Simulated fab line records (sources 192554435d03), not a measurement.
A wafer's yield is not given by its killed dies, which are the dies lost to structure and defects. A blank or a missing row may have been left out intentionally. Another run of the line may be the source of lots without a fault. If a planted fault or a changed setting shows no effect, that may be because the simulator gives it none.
A lot that was struck, set against a sound lot | flow n5Finfet | 16 out of 1938 route steps
Sound: these wafers, L601.2, L601.3, L601.6. Struck: wafer L619.2 (left out: L619.1, L619.4 of the same lot, which were not struck); the cause appears at the end.
Per side, at each step with rows, come the tool, then ch with its chambers, and then its first start. Under that, the readings that differ: sound wafers | struck wafers | difference of the means | sigmas: that difference in standard deviations of wafers without a fault.
alike: readings with means less than 2 such deviations apart, plus words and numbers identical on both sides. not compared: withheld readings, readings lacking a value on some wafer, bounds such as >300 that could conceal the same value, and numbers that have no deviation in the record and whose values overlap.
The two part at a step that has a row with sigmas, a row that says differs or no value, or rows on one side only. Non-overlapping numbers with no deviation appear without sigmas and do not part them. A reading that every wafer of one side lacks parts them only if that side has two wafers or more.

first, 4 steps without rows for these wafers: N5_BEOL_M2_HM_STRIP_39 (strips TiN in peroxide tin strip, target depth 25 nm, time 158 s); N5_BEOL_M2_SRD_40 (time 30 s); N5_BEOL_M2_PRECLEAN_42 (cleans in residue remover, time 60 s); N5_BEOL_M2_SRD_43 (time 30 s).
N5_BEOL_M2_CD_MEAS_35: target cd 18 nm, target cd y 22.2 nm.
  sound: cdSem-01 at day 7 03:36; struck: cdSem-02 at day 12 02:07
  alike: cdNm
N5_BEOL_M2_DEGAS_44: time 60 s.
  sound: pvdSputter-03 at day 7 03:43; struck: pvdSputter-01 at day 12 02:23
  alike: heaterPowerW
then, 1 step without rows for these wafers: N5_BEOL_M2_PRE_CLEAN_45 (time 30 s).
N5_BEOL_M2_ALD_84: deposits TaN, pulse time 2 s, purge time 3 s, co reactant purge time 2 s.
  sound on aldMetal-02 ch 0,1, day 7 03:56; struck on aldMetal-02 ch 3, day 12 02:29
  alike: heaterPowerW, precursorVesselCarrierSccm
N5_BEOL_M2_SURFACE_TREAT_85:
  sound: pvdSputter-01 at day 7 04:17; struck: pvdSputter-01 at day 12 02:46
  not compared: throttleValvePct
then, 2 steps without rows for these wafers: N5_BEOL_M2_CVD_47 (deposits Co from CCTBA/H2, target thk 3 nm, time 223.8 s); N5_BEOL_M2_SPUTTER_48 (material Cu, target thk 4.5 nm, time 8.29 s).
N5_BEOL_M2_ANNEAL_49: time 240 s.
  sound: pvdSputter-03 at day 7 06:36; struck: pvdSputter-03 at day 12 03:17
  alike: heaterPowerW
N5_BEOL_M2_SPUTTER_79: material Cu, target thk 4.5 nm, time 8.29 s.
  sound: pvdSputter-03 at day 7 06:44; struck: pvdSputter-03 at day 12 03:25
reading                | sound                   | struck  | difference | sigmas
chamberPressurePa (Pa) | 0.06994 0.07016 0.06988 | 0.07494 | +0.00495   | +35
  alike: chuckSensorTempC, substrateTempC, throttleValvePct
N5_BEOL_M2_ANNEAL_80: time 240 s.
  sound: pvdSputter-03 at day 7 06:49; struck: pvdSputter-03 at day 12 03:30
  alike: heaterPowerW
N5_BEOL_M4_RC_MEAS_101:
  sound on prober-01 ch 0, day 8 18:54; struck on prober-01 ch 0, day 13 17:16
reading       | sound          | struck | difference | sigmas
SS_N (mV/dec) | 71.4 70.6 71.2 | 72.2   | +1.1       | +2
  alike: DIBL_N, DIBL_P, IOFF_N, IOFF_P, ION_N, ION_P, SS_P, VT_N, VT_P
-- record jumps: 5 days separate the struck wafers' starts on either side; left off in module BEOL_M4, taken up again in module PASSIVATION, whose first shown step is the route's number 1936 --
N5_PASSIVATION_PROBE_49:
  sound: prober-02 at day 13 04:10; struck: prober-01 at day 18 06:46
reading          | sound   | struck | difference | sigmas
killedAtContacts | 6 11 11 | 23     | +14        | +2
  alike: defectLimitedYield, killed_at_M0_to_M3, killed_at_M4_up, killedAtFrontEnd, killedAtOther, killedDies, killedOpen, killedShort, sort_bin_5_function, sort_bin_6_memory, sortNPass, sortYieldPct

## WHERE THEY PART
Last at N5_PASSIVATION_PROBE_49 as far as this record goes, first at N5_BEOL_M2_SPUTTER_79.

WHY: whatever the simulator had introduced
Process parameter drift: pvdSputter-03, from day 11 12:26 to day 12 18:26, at N5_BEOL_M2_SPUTTER_79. From 0.07, the setting chamberPressurePa moved by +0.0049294. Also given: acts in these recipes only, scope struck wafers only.
